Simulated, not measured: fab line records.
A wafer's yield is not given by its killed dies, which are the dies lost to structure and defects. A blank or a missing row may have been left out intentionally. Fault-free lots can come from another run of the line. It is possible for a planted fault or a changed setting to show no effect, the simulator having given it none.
Chamber matching    flow n5-finfet    pecvd-03 running N5_BEOL_M0_SAQP_PECVD_96: 3 sister chambers
The step deposits a-Si from SiH4/He, target thk 45 nm, time 45.2 s. 3 wafers are shown with their chamber, then 8 later ones without.

## WAFERS WITH THEIR CHAMBER
wafer   chamber  throttle-valve-pct (%)
L081.3  2        17.1
L082.6  0        18.6
L090.1  1        18.8

## WAFERS MISSING THEIR CHAMBER
wafer   throttle-valve-pct (%)
L090.2  17.0
L090.3  18.9
L091.2  18.7
L091.4  17.0
L091.5  19.0
L093.1  17.2
L093.3  18.6
L093.5  16.8

## WHICH CHAMBER EACH WENT THROUGH
wafer   from the rows above      in truth
L090.2  2                        2
L090.3  can't be placed: 1 or 0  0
L091.2  can't be placed: 0 or 1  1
L091.4  2                        2
L091.5  can't be placed: 1 or 0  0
L093.1  2                        2
L093.3  can't be placed: 0 or 1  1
L093.5  2                        2
Placed correctly: 4 of 8. These rows do not allow placing 4 (true chamber among the candidates in 4). Wrongly placed: 0.
How it was worked out, from the rows above alone: a wafer's distance from a chamber is the root of the sum, over the readings, of the square of ((its reading less the chamber's mean) divided by the reading's scatter). If the next closest chamber is less than 2 further off than the closest, the wafer can't be placed; otherwise it belongs to the closest. A chamber's mean is the mean of its shown wafers. The scatter: with one shown wafer a chamber, the root of the mean of the squares of how far each hidden wafer lies from its nearest shown one.
